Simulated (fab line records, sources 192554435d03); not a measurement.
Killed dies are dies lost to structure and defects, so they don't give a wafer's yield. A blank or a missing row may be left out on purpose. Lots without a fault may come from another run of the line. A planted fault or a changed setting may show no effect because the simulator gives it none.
Which tool did it? | flow n5_finfet | 24 lots, 72 wafers sampled, at 5 steps of a route of 1938

WHAT THE GAUGES READ, wafer by wafer
N5_BEOL_M13_RS_MEAS_54: measures by four-point-probe. Usual: M13_RS 0.0449 ohm/sq, standard deviation 0.00063.
lot  | measured     | on            | M13_RS (ohm/sq)      | flag
L074 | day 12 03:20 | film_metro-02 | 0.0444 0.0446 0.0450 |
L075 | day 12 23:27 | film_metro-01 | 0.0441 0.0440 0.0446 |
L077 | day 13 13:32 | film_metro-02 | 0.0455 0.0446 0.0457 |
L076 | day 13 19:52 | film_metro-02 | 0.0456 0.0458 0.0454 |
L078 | day 14 03:52 | film_metro-01 | 0.0449 0.0454 0.0445 |
L079 | day 14 06:52 | film_metro-01 | 0.0449 0.0442 0.0447 |
L080 | day 14 20:58 | film_metro-01 | 0.0451 0.0446 0.0441 |
L081 | day 16 05:46 | film_metro-01 | 0.0459 0.0447 0.0453 |
L083 | day 17 04:50 | film_metro-02 | 0.0434 0.0443 0.0440 |
L084 | day 17 12:42 | film_metro-02 | 0.0442 0.0447 0.0450 |
L085 | day 17 23:35 | film_metro-02 | 0.0456 0.0452 0.0450 |
L086 | day 18 03:40 | film_metro-01 | 0.0440 0.0446 0.0440 |
L090 | day 18 15:09 | film_metro-01 | 0.0451 0.0451 0.0458 |
L087 | day 18 17:41 | film_metro-02 | 0.0439 0.0449 0.0447 |
L088 | day 19 03:51 | film_metro-01 | 0.0447 0.0452 0.0453 |
L095 | day 19 19:19 | film_metro-02 | 0.0449 0.0436 0.0438 |
L097 | day 19 21:45 | film_metro-02 | 0.0449 0.0440 0.0452 |
L091 | day 19 23:05 | film_metro-01 | 0.0441 0.0444 0.0451 |
L092 | day 20 11:47 | film_metro-02 | 0.0454 0.0450 0.0447 |
L094 | day 20 19:19 | film_metro-01 | 0.0446 0.0450 0.0447 |
L089 | day 20 19:16 | film_metro-02 | 0.0454 0.0456 0.0445 |
L096 | day 21 03:11 | film_metro-02 | 0.0453 0.0463 0.0461 |
L082 | day 21 08:35 | film_metro-02 | 0.0447 0.0456 0.0453 |
L093 | day 21 10:30 | film_metro-02 | 0.0460 0.0454 0.0457 |

N5_BEOL_M14_INSPECT_12: inspects for defects (macro). Usual: raw_defect_count 2.2, standard deviation 1.5.
lot  | measured     | on                | raw_defect_count | flag
L074 | day 12 04:05 | defect_inspect-01 | 1 2 2            |
L075 | day 13 00:12 | defect_inspect-01 | 0 3 3            |
L077 | day 13 14:09 | defect_inspect-02 | 4 3 1            |
L076 | day 13 20:29 | defect_inspect-01 | 2 1 2            |
L078 | day 14 04:37 | defect_inspect-01 | 3 0 1            |
L079 | day 14 07:29 | defect_inspect-02 | 2 3 2            |
L080 | day 14 21:42 | defect_inspect-01 | 7 2 0            |
L081 | day 16 06:29 | defect_inspect-01 | 2 1 1            |
L083 | day 17 05:35 | defect_inspect-01 | 1 0 0            |
L084 | day 17 13:26 | defect_inspect-01 | 2 3 0            |
L085 | day 18 00:20 | defect_inspect-02 | 2 1 3            |
L086 | day 18 04:21 | defect_inspect-02 | 3 1 5            |
L090 | day 18 15:53 | defect_inspect-02 | 5 4 3            |
L087 | day 18 18:17 | defect_inspect-01 | 1 1 2            |
L088 | day 19 04:35 | defect_inspect-01 | 2 4 3            |
L095 | day 19 20:08 | defect_inspect-01 | 3 3 0            |
L097 | day 19 22:22 | defect_inspect-01 | 4 0 2            |
L091 | day 19 23:42 | defect_inspect-01 | 1 3 5            |
L092 | day 20 12:31 | defect_inspect-01 | 1 4 1            |
L094 | day 20 20:03 | defect_inspect-01 | 3 2 3            |
L089 | day 20 19:52 | defect_inspect-01 | 4 3 5            |
L096 | day 21 03:47 | defect_inspect-01 | 3 4 1            |
L082 | day 21 09:19 | defect_inspect-01 | 2 5 2            |
L093 | day 21 11:07 | defect_inspect-01 | 5 3 4            |

N5_BEOL_M14_OVL_MEAS_29. Usual: M14_OVL -2 nm, standard deviation 6.1.
lot  | measured     | on         | M14_OVL (nm) | flag
L074 | day 12 04:54 | overlay-01 | 1 6 1        |
L075 | day 13 01:09 | overlay-01 | -3 -6 -4     |
L077 | day 13 14:59 | overlay-02 | -4 -4 4      |
L076 | day 13 21:26 | overlay-02 | -3 -1 -3     |
L078 | day 14 05:28 | overlay-01 | -1 -4 -7     |
L079 | day 14 08:20 | overlay-02 | -6 -11 6     |
L080 | day 14 22:31 | overlay-02 | 0 -8 1       |
L081 | day 16 07:19 | overlay-02 | 15 3 6       |
L083 | day 17 06:32 | overlay-02 | -6 -10 -5    |
L084 | day 17 14:16 | overlay-02 | -7 -9 -4     |
L085 | day 18 01:26 | overlay-01 | -6 -9 -18    |
L086 | day 18 05:18 | overlay-01 | 2 -1 4       |
L090 | day 18 16:50 | overlay-01 | 0 -2 1       |
L087 | day 18 19:07 | overlay-02 | -5 -1 -5     |
L088 | day 19 05:31 | overlay-01 | -4 -7 -14    |
L095 | day 19 21:12 | overlay-01 | -2 -10 -6    |
L097 | day 19 23:16 | overlay-01 | 4 6 12       |
L091 | day 20 00:37 | overlay-01 | -6 -2 -1     |
L092 | day 20 13:21 | overlay-01 | -7 -2 1      |
L094 | day 20 21:01 | overlay-02 | -9 1 -5      |
L089 | day 20 20:49 | overlay-01 | -5 -6 2      |
L096 | day 21 04:44 | overlay-01 | 7 0 6        |
L082 | day 21 10:16 | overlay-01 | 0 -9 7       |
L093 | day 21 11:56 | overlay-02 | 5 7 1        |

WHICH TOOL RAN EACH LOT (tool, then ch and the chambers of the sampled wafers, then the start)
lot  | N5_BEOL_M13_ANNEAL_48            | N5_BEOL_M14_ETCH_59
L074 | rtp_anneal-02 ch 0, day 12 02:37 | rie_diel-04 ch 0,2,3, day 12 04:09
L075 | rtp_anneal-02 ch 0, day 12 22:47 | rie_diel-05 ch 0,1,3, day 13 00:16
L077 | rtp_anneal-02 ch 0, day 13 12:49 | rie_diel-04 ch 0,1, day 13 14:13
L076 | rtp_anneal-02 ch 0, day 13 19:17 | rie_diel-02 ch 2,3, day 13 20:33
L078 | rtp_anneal-02 ch 0, day 14 03:17 | rie_diel-02 ch 0,2,3, day 14 04:41
L079 | rtp_anneal-02 ch 0, day 14 06:08 | rie_diel-02 ch 0,1,3, day 14 07:35
L080 | rtp_anneal-01 ch 0, day 14 20:20 | rie_diel-04 ch 1,2,3, day 14 21:46
L081 | rtp_anneal-01 ch 0, day 16 05:01 | rie_diel-04 ch 1,2,3, day 16 06:34
L083 | rtp_anneal-02 ch 0, day 17 04:10 | rie_diel-05 ch 1,2,3, day 17 05:39
L084 | rtp_anneal-01 ch 0, day 17 12:04 | rie_diel-02 ch 1,2, day 17 13:31
L085 | rtp_anneal-01 ch 0, day 17 22:52 | rie_diel-04 ch 1,2,3, day 18 00:41
L086 | rtp_anneal-02 ch 0, day 18 03:01 | rie_diel-04 ch 2,3, day 18 04:25
L090 | rtp_anneal-01 ch 0, day 18 14:31 | rie_diel-04 ch 1,2, day 18 15:58
L087 | rtp_anneal-01 ch 0, day 18 16:59 | rie_diel-02 ch 0,2, day 18 18:22
L088 | rtp_anneal-02 ch 0, day 19 03:11 | rie_diel-04 ch 1,2,3, day 19 04:45
L095 | rtp_anneal-01 ch 0, day 19 18:43 | rie_diel-02 ch 0,2,3, day 19 20:19
L097 | rtp_anneal-02 ch 0, day 19 21:01 | rie_diel-04 ch 1,3, day 19 22:29
L091 | rtp_anneal-02 ch 0, day 19 22:22 | rie_diel-05 ch 0,1,2, day 19 23:52
L092 | rtp_anneal-02 ch 0, day 20 11:04 | rie_diel-04 ch 0,1,3, day 20 12:35
L094 | rtp_anneal-01 ch 0, day 20 18:19 | rie_diel-04 ch 0,1,3, day 20 20:07
L089 | rtp_anneal-02 ch 0, day 20 18:32 | rie_diel-05 ch 0,1,2, day 20 19:56
L096 | rtp_anneal-02 ch 0, day 21 02:32 | rie_diel-05 ch 0,1,2, day 21 03:52
L082 | rtp_anneal-02 ch 0, day 21 07:50 | rie_diel-05 ch 0,2, day 21 09:23
L093 | rtp_anneal-01 ch 0, day 21 09:47 | rie_diel-04 ch 0,2,3, day 21 11:11
- N5_BEOL_M13_ANNEAL_48: time 90 s.
- N5_BEOL_M14_ETCH_59: etches BARC in N2/H2, target depth 89 nm, overetch 26.7 nm, time 67.9 s.

WHAT THE TOOLS THEMSELVES READ (means of the sampled wafers that have a number; where no wafer has one, the mark that the record gives instead)
N5_BEOL_M13_ANNEAL_48. Usual: wafer_temp_C_max 226.04, standard deviation 0.25.
lot  | tool          | wafer_temp_C_max | flag
L074 | rtp_anneal-02 | 225.88           |
L075 | rtp_anneal-02 | 225.92           |
L077 | rtp_anneal-02 | 225.89           |
L076 | rtp_anneal-02 | 225.74           |
L078 | rtp_anneal-02 | 225.60           |
L079 | rtp_anneal-02 | 225.90           |
L080 | rtp_anneal-01 | 226.13           |
L081 | rtp_anneal-01 | 226.04           |
L083 | rtp_anneal-02 | 226.25           |
L084 | rtp_anneal-01 | 226.29           |
L085 | rtp_anneal-01 | 226.37           |
L086 | rtp_anneal-02 | 226.24           |
L090 | rtp_anneal-01 | 226.08           |
L087 | rtp_anneal-01 | 226.21           |
L088 | rtp_anneal-02 | 225.91           |
L095 | rtp_anneal-01 | 226.13           |
L097 | rtp_anneal-02 | 226.11           |
L091 | rtp_anneal-02 | 226.30           |
L092 | rtp_anneal-02 | 226.20           |
L094 | rtp_anneal-01 | 225.88           |
L089 | rtp_anneal-02 | 226.08           |
L096 | rtp_anneal-02 | 225.73           |
L082 | rtp_anneal-02 | 225.80           |
L093 | rtp_anneal-01 | 226.19           |

N5_BEOL_M14_ETCH_59. Usual: drypump_motor_current_A 5.6 A, standard deviation 0.4; oes_product_au 0.70 a.u., standard deviation 0.061; rf_vpp_V 524.5 V, standard deviation 2.8; showerhead_plenum_p_Torr 2.56 Torr, standard deviation 0.098; throttle_valve_pct 17.91 %, standard deviation 0.21.
lot  | tool        | drypump_motor_current_A (A) | oes_product_au (a.u.) | rf_vpp_V (V) | showerhead_plenum_p_Torr (Torr) | throttle_valve_pct (%) | flag
L074 | rie_diel-04 | 5.4                         | 0.72                  | 526.1        | 2.60                            | 17.84                  |
L075 | rie_diel-05 | 6.1                         | 0.69                  | 526.9        | 2.64                            | 17.94                  |
L077 | rie_diel-04 | 5.9                         | 0.74                  | 526.0        | 2.63                            | 17.90                  |
L076 | rie_diel-02 | 5.7                         | 0.64                  | 522.3        | 2.50                            | 18.14                  |
L078 | rie_diel-02 | 5.6                         | 0.62                  | 521.8        | 2.50                            | 18.05                  |
L079 | rie_diel-02 | 5.6                         | 0.61                  | 522.6        | 2.48                            | 17.99                  |
L080 | rie_diel-04 | 5.3                         | 0.77                  | 522.5        | 2.51                            | 17.81                  |
L081 | rie_diel-04 | 5.3                         | 0.75                  | 523.4        | 2.51                            | 17.82                  |
L083 | rie_diel-05 | 5.9                         | 0.69                  | 526.1        | 2.63                            | 17.92                  |
L084 | rie_diel-02 | 5.7                         | 0.61                  | 525.5        | 2.62                            | 18.05                  |
L085 | rie_diel-04 | 5.3                         | 0.73                  | 523.4        | 2.50                            | 17.86                  |
L086 | rie_diel-04 | 5.1                         | 0.75                  | 523.4        | 2.51                            | 17.64                  |
L090 | rie_diel-04 | 5.3                         | 0.73                  | 522.5        | 2.46                            | 17.74                  |
L087 | rie_diel-02 | 5.6                         | 0.75                  | 528.4        | 2.69                            | 17.72                  |
L088 | rie_diel-04 | 5.3                         | 0.72                  | 523.1        | 2.50                            | 17.87                  |
L095 | rie_diel-02 | 5.6                         | 0.67                  | 524.6        | 2.58                            | 17.97                  |
L097 | rie_diel-04 | 5.4                         | 0.69                  | 522.4        | 2.49                            | 18.07                  |
L091 | rie_diel-05 | 5.8                         | 0.71                  | 526.1        | 2.62                            | 17.93                  |
L092 | rie_diel-04 | 5.6                         | 0.70                  | 524.7        | 2.57                            | 17.99                  |
L094 | rie_diel-04 | 5.6                         | 0.70                  | 525.7        | 2.56                            | 17.99                  |
L089 | rie_diel-05 | 5.8                         | 0.70                  | 525.8        | 2.62                            | 17.94                  |
L096 | rie_diel-05 | 5.8                         | 0.70                  | 525.8        | 2.61                            | 17.94                  |
L082 | rie_diel-05 | 6.1                         | 0.69                  | 525.3        | 2.57                            | 18.01                  |
L093 | rie_diel-04 | 5.5                         | 0.71                  | 524.3        | 2.57                            | 17.80                  |

THE ANSWER, worked out from the rows above alone
Rule: a lot is off if the mean of its wafers that have a number lies more than 3 standard deviations from the usual mean. A lot without any number at a reading at which 4 lots or more have one is off too. The other lots that the step has rows for count as sound. The gauges are gone through in route order, then the tools' own readings, and for those a lot's mean is taken as printed above. The first step at which some lot is off is used, and at that step the reading that is off furthest; a lot without a number counts as furthest.
No lot is off at any reading shown: from this, nothing can be told.

WHAT THE SIMULATOR HAD PUT IN
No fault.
